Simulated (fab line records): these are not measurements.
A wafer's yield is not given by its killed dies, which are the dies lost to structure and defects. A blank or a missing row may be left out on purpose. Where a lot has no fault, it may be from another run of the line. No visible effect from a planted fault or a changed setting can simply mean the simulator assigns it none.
The tool behind it: which one? :: flow n5 finfet :: Sampling: 9 lots, 27 wafers, 6 of 1938 route steps

## WHAT THE GAUGES SHOWED, per wafer
N5_BEOL_M4_OVL_MEAS_12. Usual: M4_OVL typically reads 0.0 nm, with standard deviation 0.7.
lot: L597
measured: day 7 08:50
on: overlay-02
M4_OVL (nm): 0.0 -1.3 -0.4
flag: 

lot: L601
measured: day 8 07:15
on: overlay-02
M4_OVL (nm): 0.5 -0.7 -0.8
flag: 

lot: L603
measured: day 9 01:15
on: overlay-02
M4_OVL (nm): -1.0 -0.6 -0.3
flag: 

lot: L606
measured: day 9 19:53
on: overlay-02
M4_OVL (nm): 0.2 -0.2 -0.9
flag: 

lot: L608
measured: day 10 05:12
on: overlay-01
M4_OVL (nm): 0.8 0.5 0.2
flag: 

lot: L610
measured: day 10 21:35
on: overlay-02
M4_OVL (nm): -0.4 -0.6 -0.6
flag: 

lot: L614
measured: day 11 11:14
on: overlay-02
M4_OVL (nm): -2.1 -1.2 -1.0
flag: 

lot: L615
measured: day 12 00:20
on: overlay-02
M4_OVL (nm): -0.1 0.4 0.0
flag: 

lot: L616
measured: day 12 20:19
on: overlay-02
M4_OVL (nm): -0.3 -0.5 -0.6
flag: 

N5_BEOL_M4_INSPECT_30: inspects for defects (brightfield). Usual: 396 for raw defect count, sd 100.
lot: L597
measured: day 7 09:54
on: defect inspect-02
raw defect count: 544 657 608
flag: 

lot: L601
measured: day 8 08:19
on: defect inspect-01
raw defect count: 410 371 373
flag: 

lot: L603
measured: day 9 02:24
on: defect inspect-02
raw defect count: 301 442 451
flag: 

lot: L606
measured: day 9 20:59
on: defect inspect-01
raw defect count: 455 366 306
flag: 

lot: L608
measured: day 10 06:16
on: defect inspect-01
raw defect count: 393 367 337
flag: 

lot: L610
measured: day 10 22:47
on: defect inspect-01
raw defect count: 342 265 332
flag: 

lot: L614
measured: day 11 13:28
on: defect inspect-02
raw defect count: 1004 961 1042
flag: OFF

lot: L615
measured: day 12 01:29
on: defect inspect-02
raw defect count: 416 402 412
flag: 

lot: L616
measured: day 12 21:22
on: defect inspect-02
raw defect count: 791 852 931
flag: OFF

N5_BEOL_M4_RC_MEAS_101. Usual: DIBL_N 37.5 mV/V, standard deviation 2; DIBL_P 37.5 mV/V, standard deviation 2.5; IOFF_N 0.18 nA/um, standard deviation 0.042; IOFF_P 0.24 nA/um, standard deviation 0.046; ION_N 677 uA/um, standard deviation 15; ION_P 464 uA/um, standard deviation 9.5; SS_N 72.0 mV/dec, standard deviation 0.76; SS_P 73.6 mV/dec, standard deviation 0.79; VT_N 249 mV, standard deviation 3.5; VT_P -249 mV, standard deviation 3.2.
lot: L597
measured: day 7 17:21
on: prober-01
DIBL_N (mV/V): 40.3 36.7 37.4
DIBL_P (mV/V): 39.7 36.9 37.3
IOFF_N (nA/um): 0.25 0.16 0.16
IOFF_P (nA/um): 0.27 0.23 0.23
ION_N (uA/um): 677 686 690
ION_P (uA/um): 458 473 473
SS_N (mV/dec): 73.5 71.2 72.0
SS_P (mV/dec): 73.8 72.4 73.4
VT_N (mV): 245 248 250
VT_P (mV): -249 -248 -247
flag: 

lot: L601
measured: day 8 14:33
on: prober-02
DIBL_N (mV/V): 36.5 37.0 39.3
DIBL_P (mV/V): 34.2 36.7 37.7
IOFF_N (nA/um): 0.13 0.15 0.18
IOFF_P (nA/um): 0.21 0.26 0.26
ION_N (uA/um): 670 658 680
ION_P (uA/um): 468 464 470
SS_N (mV/dec): 71.2 71.2 72.3
SS_P (mV/dec): 73.3 73.5 73.6
VT_N (mV): 254 250 247
VT_P (mV): -247 -248 -245
flag: 

lot: L603
measured: day 9 10:41
on: prober-02
DIBL_N (mV/V): 37.3 39.1 34.8
DIBL_P (mV/V): 36.9 38.0 35.0
IOFF_N (nA/um): 0.17 0.20 0.13
IOFF_P (nA/um): 0.24 0.26 0.23
ION_N (uA/um): 678 684 650
ION_P (uA/um): 469 472 454
SS_N (mV/dec): 71.4 72.7 71.0
SS_P (mV/dec): 74.0 74.2 74.0
VT_N (mV): 249 248 250
VT_P (mV): -249 -247 -248
flag: 

lot: L606
measured: day 10 05:03
on: prober-02
DIBL_N (mV/V): 38.8 38.0 39.1
DIBL_P (mV/V): 39.8 37.3 39.7
IOFF_N (nA/um): 0.21 0.18 0.19
IOFF_P (nA/um): 0.29 0.24 0.28
ION_N (uA/um): 691 677 667
ION_P (uA/um): 475 465 468
SS_N (mV/dec): 71.1 71.7 71.3
SS_P (mV/dec): 74.3 73.2 74.1
VT_N (mV): 243 252 247
VT_P (mV): -242 -247 -245
flag: 

lot: L608
measured: day 10 12:13
on: prober-01
DIBL_N (mV/V): 37.1 37.0 36.0
DIBL_P (mV/V): 40.3 38.0 37.7
IOFF_N (nA/um): 0.19 0.19 0.15
IOFF_P (nA/um): 0.27 0.20 0.20
ION_N (uA/um): 658 665 654
ION_P (uA/um): 446 449 446
SS_N (mV/dec): 71.9 73.0 72.2
SS_P (mV/dec): 74.3 72.5 72.6
VT_N (mV): 250 248 254
VT_P (mV): -252 -252 -255
flag: 

lot: L610
measured: day 11 07:12
on: prober-02
DIBL_N (mV/V): 39.4 39.2 34.6
DIBL_P (mV/V): 39.6 39.9 34.0
IOFF_N (nA/um): 0.22 0.21 0.14
IOFF_P (nA/um): 0.23 0.25 0.17
ION_N (uA/um): 676 680 663
ION_P (uA/um): 457 460 448
SS_N (mV/dec): 72.2 72.6 71.4
SS_P (mV/dec): 74.0 74.8 72.7
VT_N (mV): 248 247 252
VT_P (mV): -252 -249 -254
flag: 

lot: L614
measured: day 12 02:47
on: prober-01
DIBL_N (mV/V): 37.0 34.2 37.5
DIBL_P (mV/V): 37.8 33.9 38.3
IOFF_N (nA/um): 0.19 0.13 0.19
IOFF_P (nA/um): 0.24 0.19 0.25
ION_N (uA/um): 702 650 671
ION_P (uA/um): 482 451 465
SS_N (mV/dec): 72.2 71.8 72.0
SS_P (mV/dec): 73.1 72.7 74.7
VT_N (mV): 250 252 248
VT_P (mV): -248 -251 -247
flag: 

lot: L615
measured: day 12 09:40
on: prober-01
DIBL_N (mV/V): 40.8 38.5 39.0
DIBL_P (mV/V): 40.6 36.9 38.1
IOFF_N (nA/um): 0.23 0.18 0.19
IOFF_P (nA/um): 0.29 0.24 0.25
ION_N (uA/um): 690 655 664
ION_P (uA/um): 470 457 460
SS_N (mV/dec): 72.2 71.7 71.6
SS_P (mV/dec): 74.2 73.8 73.0
VT_N (mV): 244 249 249
VT_P (mV): -247 -247 -247
flag: 

lot: L616
measured: day 13 03:25
on: prober-01
DIBL_N (mV/V): 36.3 35.6 40.4
DIBL_P (mV/V): 37.2 35.8 39.2
IOFF_N (nA/um): 0.17 0.15 0.25
IOFF_P (nA/um): 0.24 0.22 0.27
ION_N (uA/um): 693 665 676
ION_P (uA/um): 480 466 461
SS_N (mV/dec): 70.8 71.5 73.2
SS_P (mV/dec): 72.9 72.4 73.8
VT_N (mV): 248 248 248
VT_P (mV): -247 -248 -244
flag: 

## WHICH TOOL RAN EACH LOT (tool, then ch and the chambers of the sampled wafers, then the start)
lot: L597
N5_BEOL_M4_ETCH_63: rie diel-06 ch 0,2,3, day 7 08:59
N5_BEOL_M4_HM_OPEN_17: rie metal-02 ch 0,1, day 7 09:11
N5_BEOL_M4_VIA_ETCH_34: rie diel-05 ch 0,2,3, day 7 12:38

lot: L601
N5_BEOL_M4_ETCH_63: rie diel-04 ch 2,3, day 8 07:23
N5_BEOL_M4_HM_OPEN_17: rie metal-01 ch 0,1, day 8 07:35
N5_BEOL_M4_VIA_ETCH_34: rie diel-06 ch 0,2, day 8 09:26

lot: L603
N5_BEOL_M4_ETCH_63: rie diel-05 ch 0,2,3, day 9 01:25
N5_BEOL_M4_HM_OPEN_17: rie metal-01 ch 0,1, day 9 01:37
N5_BEOL_M4_VIA_ETCH_34: rie diel-04 ch 1,2, day 9 06:05

lot: L606
N5_BEOL_M4_ETCH_63: rie diel-04 ch 1,2, day 9 20:12
N5_BEOL_M4_HM_OPEN_17: rie metal-01 ch 0,1, day 9 20:24
N5_BEOL_M4_VIA_ETCH_34: rie diel-05 ch 0,1,2, day 10 00:44

lot: L608
N5_BEOL_M4_ETCH_63: rie diel-06 ch 0,2, day 10 05:20
N5_BEOL_M4_HM_OPEN_17: rie metal-02 ch 1, day 10 05:32
N5_BEOL_M4_VIA_ETCH_34: rie diel-05 ch 1,2, day 10 07:37

lot: L610
N5_BEOL_M4_ETCH_63: rie diel-06 ch 0,2,3, day 10 21:47
N5_BEOL_M4_HM_OPEN_17: rie metal-02 ch 1, day 10 21:59
N5_BEOL_M4_VIA_ETCH_34: rie diel-05 ch 0,1,3, day 11 02:38

lot: L614
N5_BEOL_M4_ETCH_63: rie diel-04 ch 0,2,3, day 11 12:38
N5_BEOL_M4_HM_OPEN_17: rie metal-02 ch 0,1, day 11 12:50
N5_BEOL_M4_VIA_ETCH_34: rie diel-06 ch 0,3, day 11 22:38

lot: L615
N5_BEOL_M4_ETCH_63: rie diel-06 ch 0,2,3, day 12 00:29
N5_BEOL_M4_HM_OPEN_17: rie metal-01 ch 1, day 12 00:41
N5_BEOL_M4_VIA_ETCH_34: rie diel-04 ch 1,2,3, day 12 05:28

lot: L616
N5_BEOL_M4_ETCH_63: rie diel-05 ch 0,1,3, day 12 20:27
N5_BEOL_M4_HM_OPEN_17: rie metal-02 ch 0,1, day 12 20:39
N5_BEOL_M4_VIA_ETCH_34: rie diel-04 ch 0,1,3, day 12 22:18
- N5_BEOL_M4_ETCH_63: etches SiARC in CF4, target depth 15.6 nm, time 26 s.
- N5_BEOL_M4_HM_OPEN_17: chemistry Cl2/BCl3, target TiN, target depth 20 nm, overetch 6 nm.
- N5_BEOL_M4_VIA_ETCH_34: etches the open film in C4F6/O2, target depth 69.4 nm, time 65.9 s.

## AS READ BY THE TOOLS THEMSELVES (means over the sampled wafers that have a number; for cases with no such wafer, the mark the record gives instead)
N5_BEOL_M4_ETCH_63. Usual: drypump motor current A 5.7 A, standard deviation 0.42; etch rf on time s 26.0 s, standard deviation 1.1; oes product au 0.68 a.u., standard deviation 0.086; rf vpp V 184.4 V, standard deviation 0.96; showerhead plenum p Torr 2.17 Torr, standard deviation 0.053; throttle valve pct 15.55 %, standard deviation 0.25.
lot: L597
tool: rie diel-06
drypump motor current A (A): 5.9
etch rf on time s (s): 25.7
oes product au (a.u.): 0.65
rf vpp V (V): 184.8
showerhead plenum p Torr (Torr): 2.18
throttle valve pct (%): 15.50
flag: 

lot: L601
tool: rie diel-04
drypump motor current A (A): 5.2
etch rf on time s (s): 26.4
oes product au (a.u.): 0.74
rf vpp V (V): 183.8
showerhead plenum p Torr (Torr): 2.14
throttle valve pct (%): 15.54
flag: 

lot: L603
tool: rie diel-05
drypump motor current A (A): 6.0
etch rf on time s (s): 25.1
oes product au (a.u.): 0.71
rf vpp V (V): 185.4
showerhead plenum p Torr (Torr): 2.25
throttle valve pct (%): 15.50
flag: 

lot: L606
tool: rie diel-04
drypump motor current A (A): 4.9
etch rf on time s (s): 26.3
oes product au (a.u.): 0.58
rf vpp V (V): 184.4
showerhead plenum p Torr (Torr): 2.19
throttle valve pct (%): 16.03
flag: 

lot: L608
tool: rie diel-06
drypump motor current A (A): 6.0
etch rf on time s (s): 25.6
oes product au (a.u.): 0.65
rf vpp V (V): 185.0
showerhead plenum p Torr (Torr): 2.19
throttle valve pct (%): 15.32
flag: 

lot: L610
tool: rie diel-06
drypump motor current A (A): 5.9
etch rf on time s (s): 25.7
oes product au (a.u.): 0.63
rf vpp V (V): 184.2
showerhead plenum p Torr (Torr): 2.17
throttle valve pct (%): 15.56
flag: 

lot: L614
tool: rie diel-04
drypump motor current A (A): 5.4
etch rf on time s (s): 26.1
oes product au (a.u.): 0.77
rf vpp V (V): 183.5
showerhead plenum p Torr (Torr): 2.12
throttle valve pct (%): 15.38
flag: 

lot: L615
tool: rie diel-06
drypump motor current A (A): 5.8
etch rf on time s (s): 26.0
oes product au (a.u.): 0.63
rf vpp V (V): 183.8
showerhead plenum p Torr (Torr): 2.16
throttle valve pct (%): 15.59
flag: 

lot: L616
tool: rie diel-05
drypump motor current A (A): 5.6
etch rf on time s (s): 25.7
oes product au (a.u.): 0.71
rf vpp V (V): 185.0
showerhead plenum p Torr (Torr): 2.22
throttle valve pct (%): 15.50
flag: 

N5_BEOL_M4_HM_OPEN_17. Usual: drypump motor current A 5.7 A, standard deviation 0.53; oes product au 0.67 a.u., standard deviation 0.067; throttle valve pct 21.95 %, standard deviation 0.26.
lot: L597
tool: rie metal-02
drypump motor current A (A): 5.9
oes product au (a.u.): 0.68
throttle valve pct (%): 21.78
flag: 

lot: L601
tool: rie metal-01
drypump motor current A (A): 5.9
oes product au (a.u.): 0.65
throttle valve pct (%): 21.93
flag: 

lot: L603
tool: rie metal-01
drypump motor current A (A): 5.9
oes product au (a.u.): 0.64
throttle valve pct (%): 21.95
flag: 

lot: L606
tool: rie metal-01
drypump motor current A (A): 5.5
oes product au (a.u.): 0.66
throttle valve pct (%): 22.14
flag: 

lot: L608
tool: rie metal-02
drypump motor current A (A): 5.5
oes product au (a.u.): 0.73
throttle valve pct (%): 21.69
flag: 

lot: L610
tool: rie metal-02
drypump motor current A (A): 5.5
oes product au (a.u.): 0.72
throttle valve pct (%): 21.71
flag: 

lot: L614
tool: rie metal-02
drypump motor current A (A): 6.2
oes product au (a.u.): 0.79
throttle valve pct (%): 21.69
flag: 

lot: L615
tool: rie metal-01
drypump motor current A (A): 6.2
oes product au (a.u.): 0.62
throttle valve pct (%): 21.75
flag: 

lot: L616
tool: rie metal-02
drypump motor current A (A): 5.9
oes product au (a.u.): 0.74
throttle valve pct (%): 21.71
flag: 

N5_BEOL_M4_VIA_ETCH_34. Usual: drypump motor current A 5.7 A, standard deviation 0.46; oes product au 0.82 a.u., standard deviation 0.1; rf vpp V 666 V, standard deviation 29; showerhead plenum p Torr 2.89 Torr, standard deviation 0.068; throttle valve pct 30.7 %, standard deviation 0.34.
lot: L597
tool: rie diel-05
drypump motor current A (A): 6.0
oes product au (a.u.): 0.84
rf vpp V (V): 640
showerhead plenum p Torr (Torr): 2.98
throttle valve pct (%): 30.5
flag: 

lot: L601
tool: rie diel-06
drypump motor current A (A): 5.8
oes product au (a.u.): 0.76
rf vpp V (V): 699
showerhead plenum p Torr (Torr): 2.89
throttle valve pct (%): 30.5
flag: 

lot: L603
tool: rie diel-04
drypump motor current A (A): 4.9
oes product au (a.u.): 0.67
rf vpp V (V): 673
showerhead plenum p Torr (Torr): 2.90
throttle valve pct (%): 31.2
flag: 

lot: L606
tool: rie diel-05
drypump motor current A (A): 5.9
oes product au (a.u.): 0.84
rf vpp V (V): 660
showerhead plenum p Torr (Torr): 2.94
throttle valve pct (%): 30.6
flag: 

lot: L608
tool: rie diel-05
drypump motor current A (A): 5.6
oes product au (a.u.): 0.93
rf vpp V (V): 661
showerhead plenum p Torr (Torr): 2.94
throttle valve pct (%): 30.7
flag: 

lot: L610
tool: rie diel-05
drypump motor current A (A): 5.6
oes product au (a.u.): 0.85
rf vpp V (V): 662
showerhead plenum p Torr (Torr): 2.93
throttle valve pct (%): 30.4
flag: 

lot: L614
tool: rie diel-06
drypump motor current A (A): 5.8
oes product au (a.u.): 0.72
rf vpp V (V): 702
showerhead plenum p Torr (Torr): 2.84
throttle valve pct (%): 31.0
flag: 

lot: L615
tool: rie diel-04
drypump motor current A (A): 5.1
oes product au (a.u.): 0.92
rf vpp V (V): 664
showerhead plenum p Torr (Torr): 2.87
throttle valve pct (%): 30.9
flag: 

lot: L616
tool: rie diel-04
drypump motor current A (A): 5.5
oes product au (a.u.): 0.89
rf vpp V (V): 652
showerhead plenum p Torr (Torr): 2.82
throttle valve pct (%): 30.9
flag: 

## THE ANSWER, worked out from the rows above alone
Rule: lot off if the mean of its wafers having a number is beyond 3 standard deviations from the usual mean. Also off: a lot with no number at a reading for which 4 or more lots have one. Any other lot the step has rows for is counted as sound. First the gauges in route order, then the tools' own readings, where a lot's mean is used as printed above. The first step at which some lot is off is used, and at that step the reading that is off furthest; a lot without a number counts as furthest.
Off: L614, L616, at N5_BEOL_M4_INSPECT_30 (raw defect count).
A tool fits if, at a process step before that reading, it ran every lot that is off, and no sound lot after the first of them. Gauges at N5_BEOL_M4_INSPECT_30: tried the same way as those tools. One fits: rie metal-02 at N5_BEOL_M4_HM_OPEN_17. A fault onset in the window from L610 (day 10 21:59, its last sound lot) to L614 (day 11 12:50, its first lot off) fits.

## WHAT THE SIMULATOR HAD INSERTED
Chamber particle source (rie metal-02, N5_BEOL_M4_HM_OPEN_17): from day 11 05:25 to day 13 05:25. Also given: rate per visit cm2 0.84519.
Lots struck among those shown: L614, L616. The same result came from the rule above.
